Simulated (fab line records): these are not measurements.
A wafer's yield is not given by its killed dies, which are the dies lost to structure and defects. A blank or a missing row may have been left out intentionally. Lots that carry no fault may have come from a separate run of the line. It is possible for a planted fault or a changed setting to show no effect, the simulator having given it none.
Chamber matching / flow n5Finfet / 4 sister chambers for N5_MOL_CONTACT_COAG_ETCHBACK_135 on rieDiel-03
The step etches SiO2 in CHF3, target depth 25 nm, time 16.7 s. 20 wafers are shown with their chamber, then 10 later ones without.

WAFERS PAIRED WITH THEIR CHAMBERS
wafer=L075.1; chamber=0; throttleValvePct (%)=18.89; showerheadPlenumPTorr (Torr)=2.29; drypumpMotorCurrentA (A)=5.7
wafer=L075.5; chamber=0; throttleValvePct (%)=18.89; showerheadPlenumPTorr (Torr)=2.29; drypumpMotorCurrentA (A)=5.7
wafer=L075.6; chamber=3; throttleValvePct (%)=18.62; showerheadPlenumPTorr (Torr)=2.36; drypumpMotorCurrentA (A)=5.3
wafer=L076.2; chamber=2; throttleValvePct (%)=18.54; showerheadPlenumPTorr (Torr)=2.54; drypumpMotorCurrentA (A)=5.8
wafer=L076.3; chamber=3; throttleValvePct (%)=18.61; showerheadPlenumPTorr (Torr)=2.36; drypumpMotorCurrentA (A)=5.3
wafer=L076.5; chamber=1; throttleValvePct (%)=19.09; showerheadPlenumPTorr (Torr)=2.35; drypumpMotorCurrentA (A)=5.5
wafer=L077.1; chamber=1; throttleValvePct (%)=19.10; showerheadPlenumPTorr (Torr)=2.35; drypumpMotorCurrentA (A)=5.4
wafer=L077.4; chamber=2; throttleValvePct (%)=18.55; showerheadPlenumPTorr (Torr)=2.54; drypumpMotorCurrentA (A)=5.8
wafer=L077.5; chamber=2; throttleValvePct (%)=18.56; showerheadPlenumPTorr (Torr)=2.54; drypumpMotorCurrentA (A)=5.8
wafer=L078.1; chamber=1; throttleValvePct (%)=19.10; showerheadPlenumPTorr (Torr)=2.35; drypumpMotorCurrentA (A)=5.5
wafer=L078.5; chamber=2; throttleValvePct (%)=18.55; showerheadPlenumPTorr (Torr)=2.54; drypumpMotorCurrentA (A)=5.8
wafer=L078.6; chamber=1; throttleValvePct (%)=19.11; showerheadPlenumPTorr (Torr)=2.35; drypumpMotorCurrentA (A)=5.5
wafer=L080.1; chamber=1; throttleValvePct (%)=19.11; showerheadPlenumPTorr (Torr)=2.35; drypumpMotorCurrentA (A)=5.5
wafer=L080.5; chamber=1; throttleValvePct (%)=19.12; showerheadPlenumPTorr (Torr)=2.35; drypumpMotorCurrentA (A)=5.5
wafer=L080.6; chamber=2; throttleValvePct (%)=18.55; showerheadPlenumPTorr (Torr)=2.53; drypumpMotorCurrentA (A)=5.8
wafer=L082.2; chamber=0; throttleValvePct (%)=18.92; showerheadPlenumPTorr (Torr)=2.28; drypumpMotorCurrentA (A)=5.7
wafer=L082.4; chamber=3; throttleValvePct (%)=18.63; showerheadPlenumPTorr (Torr)=2.35; drypumpMotorCurrentA (A)=5.3
wafer=L082.5; chamber=1; throttleValvePct (%)=19.11; showerheadPlenumPTorr (Torr)=2.34; drypumpMotorCurrentA (A)=5.5
wafer=L083.4; chamber=1; throttleValvePct (%)=19.13; showerheadPlenumPTorr (Torr)=2.34; drypumpMotorCurrentA (A)=5.4
wafer=L083.5; chamber=1; throttleValvePct (%)=19.12; showerheadPlenumPTorr (Torr)=2.34; drypumpMotorCurrentA (A)=5.4

SIGNATURES, as means of the wafers listed above
reading=throttleValvePct; chamber 0=18.9000; chamber 1=19.1100; chamber 2=18.5500; chamber 3=18.6200; scatter within a chamber=0.0117
reading=showerheadPlenumPTorr; chamber 0=2.2867; chamber 1=2.3467; chamber 2=2.5380; chamber 3=2.3567; scatter within a chamber=0.00508
reading=drypumpMotorCurrentA; chamber 0=5.700; chamber 1=5.467; chamber 2=5.800; chamber 3=5.300; scatter within a chamber=0.0354
Rule: distance of a wafer from a chamber = root of the sum over the readings of ((wafer's reading minus chamber's mean) / reading's scatter) squared. The wafer belongs to the nearest chamber; if the next one is less than 2 further off, it can't be placed. How the scatter is found: for the shown wafers, subtract from each reading the mean of its chamber, square and add these, divide the total by (wafers less chambers), then take the root.

WAFERS MISSING THEIR CHAMBER
wafer=L083.6; throttleValvePct (%)=18.92; showerheadPlenumPTorr (Torr)=2.28; drypumpMotorCurrentA (A)=5.7
wafer=L088.4; throttleValvePct (%)=18.66; showerheadPlenumPTorr (Torr)=2.35; drypumpMotorCurrentA (A)=5.3
wafer=L088.5; throttleValvePct (%)=19.14; showerheadPlenumPTorr (Torr)=2.34; drypumpMotorCurrentA (A)=5.5
wafer=L088.6; throttleValvePct (%)=18.59; showerheadPlenumPTorr (Torr)=2.53; drypumpMotorCurrentA (A)=5.8
wafer=L092.2; throttleValvePct (%)=18.61; showerheadPlenumPTorr (Torr)=2.52; drypumpMotorCurrentA (A)=5.8
wafer=L092.4; throttleValvePct (%)=19.15; showerheadPlenumPTorr (Torr)=2.34; drypumpMotorCurrentA (A)=5.5
wafer=L092.6; throttleValvePct (%)=19.15; showerheadPlenumPTorr (Torr)=2.34; drypumpMotorCurrentA (A)=5.5
wafer=L094.1; throttleValvePct (%)=18.70; showerheadPlenumPTorr (Torr)=2.34; drypumpMotorCurrentA (A)=5.3
wafer=L094.2; throttleValvePct (%)=18.64; showerheadPlenumPTorr (Torr)=2.52; drypumpMotorCurrentA (A)=5.8
wafer=L094.4; throttleValvePct (%)=18.97; showerheadPlenumPTorr (Torr)=2.27; drypumpMotorCurrentA (A)=5.7

WHICH CHAMBER EACH ONE RAN IN
wafer=L083.6; from the rows above=0; in truth=0
wafer=L088.4; from the rows above=3; in truth=3
wafer=L088.5; from the rows above=1; in truth=1
wafer=L088.6; from the rows above=2; in truth=2
wafer=L092.2; from the rows above=2; in truth=2
wafer=L092.4; from the rows above=1; in truth=1
wafer=L092.6; from the rows above=1; in truth=1
wafer=L094.1; from the rows above=3; in truth=3
wafer=L094.2; from the rows above=2; in truth=2
wafer=L094.4; from the rows above=0; in truth=0
10 of 10 placed correctly. Not placeable from these rows: 0. Wrongly placed: 0.
